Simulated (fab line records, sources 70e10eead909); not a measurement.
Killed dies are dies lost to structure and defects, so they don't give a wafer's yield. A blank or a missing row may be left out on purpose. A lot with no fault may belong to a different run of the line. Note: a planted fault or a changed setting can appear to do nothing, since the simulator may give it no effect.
What tool caused it? || flow nand-harc || 6 lots with 18 wafers sampled at 5 steps, on a route of 1159 steps

WHAT THE GAUGES SHOWED, per wafer
NHARC_END_SORT_01.
{"lot": "L886", "measured": "day 26 23:06", "on": "prober-02", "killed-at-array": "675 677 675"}

TOOL THAT RAN EACH LOT (tool first, then ch and the chambers of the sampled wafers, then the start)
{"lot": "L881", "NHARC_A_STAIRCASE_ETCH_170": "rie-diel-04 ch 0,1,2, day 14 01:20 or earlier", "NHARC_A_STAIRCASE_TRIM_18": "rie-diel-05 ch 0,1, day 14 01:20", "NHARC_A_STAIRCASE_TRIM_20": "rie-diel-05 ch 0,3, day 14 01:46", "NHARC_A_STAIRCASE_ETCH_25": "rie-diel-05 ch 2,3, no start"}
{"lot": "L885", "NHARC_A_STAIRCASE_ETCH_170": "rie-diel-11 ch 0,3, day 14 03:09", "NHARC_A_STAIRCASE_TRIM_18": "rie-diel-11 ch 0,1,3, day 14 05:42", "NHARC_A_STAIRCASE_TRIM_20": "rie-diel-11 ch 0,1,3, day 14 06:14", "NHARC_A_STAIRCASE_ETCH_25": "rie-diel-11 ch 2,3, no start"}
{"lot": "L886", "NHARC_A_STAIRCASE_ETCH_170": "rie-diel-11 ch 1,2,3, day 14 10:46 or earlier", "NHARC_A_STAIRCASE_TRIM_18": "rie-diel-11 ch 0,2, day 14 10:46", "NHARC_A_STAIRCASE_TRIM_20": "rie-diel-04 ch 2,3, day 14 11:34", "NHARC_A_STAIRCASE_ETCH_25": "rie-diel-04 ch 0,1, day 26 23:06 or earlier"}
{"lot": "L892", "NHARC_A_STAIRCASE_ETCH_170": "rie-diel-05 ch 0,1, day 14 23:59 or earlier", "NHARC_A_STAIRCASE_TRIM_18": "rie-diel-11 ch 0,1,3, day 14 23:59", "NHARC_A_STAIRCASE_TRIM_20": "rie-diel-11 ch 0,2,3, day 15 00:29", "NHARC_A_STAIRCASE_ETCH_25": "rie-diel-11 ch 1,2, no start"}
{"lot": "L894", "NHARC_A_STAIRCASE_ETCH_170": "rie-diel-04 ch 0,1,3, day 15 14:17 or earlier", "NHARC_A_STAIRCASE_TRIM_18": "rie-diel-11 ch 0,2, day 15 14:17", "NHARC_A_STAIRCASE_TRIM_20": "rie-diel-05 ch 2,3, day 15 14:38", "NHARC_A_STAIRCASE_ETCH_25": "rie-diel-05 ch 0,1,3, no start"}
{"lot": "L898", "NHARC_A_STAIRCASE_ETCH_170": "rie-diel-05 ch 0,1,2, day 16 16:33 or earlier", "NHARC_A_STAIRCASE_TRIM_18": "rie-diel-05 ch 0,3, day 16 16:33", "NHARC_A_STAIRCASE_TRIM_20": "rie-diel-04 ch 0,1,2, day 16 17:06", "NHARC_A_STAIRCASE_ETCH_25": "rie-diel-04 ch 1,3, no start"}
- NHARC_A_STAIRCASE_ETCH_170: etches the open film in C4F6/O2, target depth 200 nm, time 66.667 s.
- NHARC_A_STAIRCASE_TRIM_18: chemistry O2, time 211.2 s.
- NHARC_A_STAIRCASE_TRIM_20: chemistry O2, time 211.2 s.
- NHARC_A_STAIRCASE_ETCH_25: etches the open film in C4F8/O2, target depth 100 nm, time 40.5 s.

THE ANSWER, worked out from the rows above alone
Rule: the usual values come from the lots themselves. The widest of any qualifying gaps counts: lots, ordered by their means at a reading, are off when they make up no more than a third of the lots, leave a main group of 4 or more, and stand apart from it by 3 or more times the standard deviation of that group's means. A main group whose means are all the same, to the digits that the tables above print for the reading, isn't used. A lot without any number at a reading at which 4 lots or more have one is off too. All remaining lots with rows at the step are treated as sound.
No lot is off on any of the readings shown, so nothing can be concluded from this.

WHAT WAS PUT IN BY THE SIMULATOR
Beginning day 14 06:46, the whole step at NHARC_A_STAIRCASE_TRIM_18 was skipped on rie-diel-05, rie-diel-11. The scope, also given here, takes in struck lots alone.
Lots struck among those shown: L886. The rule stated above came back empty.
